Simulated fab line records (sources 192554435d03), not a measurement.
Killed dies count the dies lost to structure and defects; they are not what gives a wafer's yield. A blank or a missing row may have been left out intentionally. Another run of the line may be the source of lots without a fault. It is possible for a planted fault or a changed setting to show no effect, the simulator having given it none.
A lot that was struck, set against a sound lot / flow n5_finfet / 14 out of 1938 route steps
Sound: wafers L611.1, L611.3, L611.5. Struck: wafer L622.6 (left out: L622.4, L622.5 of the same lot, which were not struck); the cause appears at the end.
Each step with rows lists, per side, the tool, then ch with its chambers, then its first start. Under that, the readings that differ: sound wafers / struck wafers / difference of the means / sigmas: that difference in standard deviations of wafers without a fault.
alike: readings whose means differ by less than 2 such deviations, and words and numbers that are the same on both sides. not compared: withheld readings, readings that some wafer has no value for, bounds like >300 that may hide the same value, and numbers for which the record gives no deviation and whose values overlap.
Wherever a step has rows on one side only, a row that says differs or no value, or a row with sigmas, the two part there. Numbers that have no deviation but don't overlap get no sigmas and don't part them. Lack of a reading on every wafer of one side parts them only where that side has two or more wafers.

first, 2 steps without rows for these wafers: N5_PASSIVATION_DEVELOP_29 (develop time 60 s); N5_PASSIVATION_HARDBAKE_31 (time 120 s).
N5_PASSIVATION_CD_MEAS_30: target cd 4000 nm.
  sound on cd_sem-01 ch 0, day 13 13:52; struck on cd_sem-03 ch 0, day 16 03:00
  alike: cd_nm
N5_PASSIVATION_OVL_MEAS_63:
  sound on overlay-01 ch 0, day 13 13:54; struck on overlay-01 ch 0, day 16 03:02
  alike: PAD_OVL
N5_PASSIVATION_INSPECT_64: inspects for defects (macro).
  sound on defect_inspect-02 at day 13 13:55; struck on defect_inspect-02 at day 16 03:03
  alike: raw_defect_count
N5_PASSIVATION_DESCUM_32: chemistry O2, time 7.9 s.
  sound on rie_diel-04 ch 1,2,3, day 13 14:05; struck on rie_diel-02 ch 1, day 16 03:28
reading=throttle_valve_pct (%); sound=20.14 20.38 20.91; struck=19.88; difference=-0.60; sigmas=-2
  alike: drypump_motor_current_A, oes_product_au, rf_fwd_power_W, rf_vpp_V, showerhead_plenum_p_Torr
  not compared: rf_hours_counter_h
N5_PASSIVATION_AL_ETCH_33: etches Al in Cl2/BCl3, stops on TaN, target depth 2800 nm, time 466.7 s.
  sound on rie_metal-02 ch 1, day 13 14:10; struck on rie_metal-03 ch 0, day 16 03:41
  alike: bcl3_flow_sccm, bias_w, drypump_motor_current_A, oes_product_au, rf_fwd_power_W, throttle_valve_pct
  not compared: rf_hours_counter_h
N5_PASSIVATION_ETCH_59: etches TaN in Cl2/BCl3, target depth 65 nm, time 34.9 s.
  sound on rie_metal-02 ch 1, day 13 14:59; struck on rie_metal-03 ch 0, day 16 03:59
  alike: bcl3_flow_sccm, bias_w, drypump_motor_current_A, oes_product_au, rf_fwd_power_W, throttle_valve_pct
  not compared: rf_hours_counter_h
N5_PASSIVATION_STRIP_34: strips in O2.
  sound on rie_diel-02 ch 0,3, day 13 15:14; struck on rie_diel-02 ch 0, day 16 04:05
  alike: drypump_motor_current_A, oes_product_au, rf_vpp_V, showerhead_plenum_p_Torr, throttle_valve_pct
  not compared: rf_hours_counter_h
then, 3 steps without rows for these wafers: N5_PASSIVATION_STRIP_51 (strips in post etch residue remover, time 1200 s); N5_PASSIVATION_CLEAN_69 (cleans in IPA, time 180 s); N5_PASSIVATION_SRD_70 (time 30 s).
N5_PASSIVATION_PECVD_53: deposits SiO2 from TEOS/O2, target thk 800 nm, time 169.4 s.
  sound on pecvd-02 ch 1,2, day 13 15:44; struck on pecvd-02 ch 1, day 16 04:38
reading=run_length_s (s); sound=196.2 197.1 197.1; struck=150.9; difference=-45.9; sigmas=-98
reading=model.SiO2_of_PASSIVATION_PECVD_53.thk_nm (nm); sound=787.4 787.2 794.8; struck=613.6; difference=-176.2; sigmas=
  not compared: susceptor_temp_C
N5_PASSIVATION_PECVD_35: deposits SiNx from SiH4/NH3/N2, target thk 700 nm, time 151.3 s.
  sound on pecvd-02 ch 1,2, day 13 15:51; struck on pecvd-02 ch 1, day 16 04:44
  alike: heater_power_w, rf_fwd_power_W, run_length_s, showerhead_plenum_p_Torr, susceptor_temp_C, throttle_valve_pct

WHERE THEY PART
Last at N5_PASSIVATION_PECVD_53 as far as this record goes, first at N5_PASSIVATION_DESCUM_32. Later steps at which nothing parts them and some readings are alike: N5_PASSIVATION_PECVD_35.

WHY: the cause the simulator had injected
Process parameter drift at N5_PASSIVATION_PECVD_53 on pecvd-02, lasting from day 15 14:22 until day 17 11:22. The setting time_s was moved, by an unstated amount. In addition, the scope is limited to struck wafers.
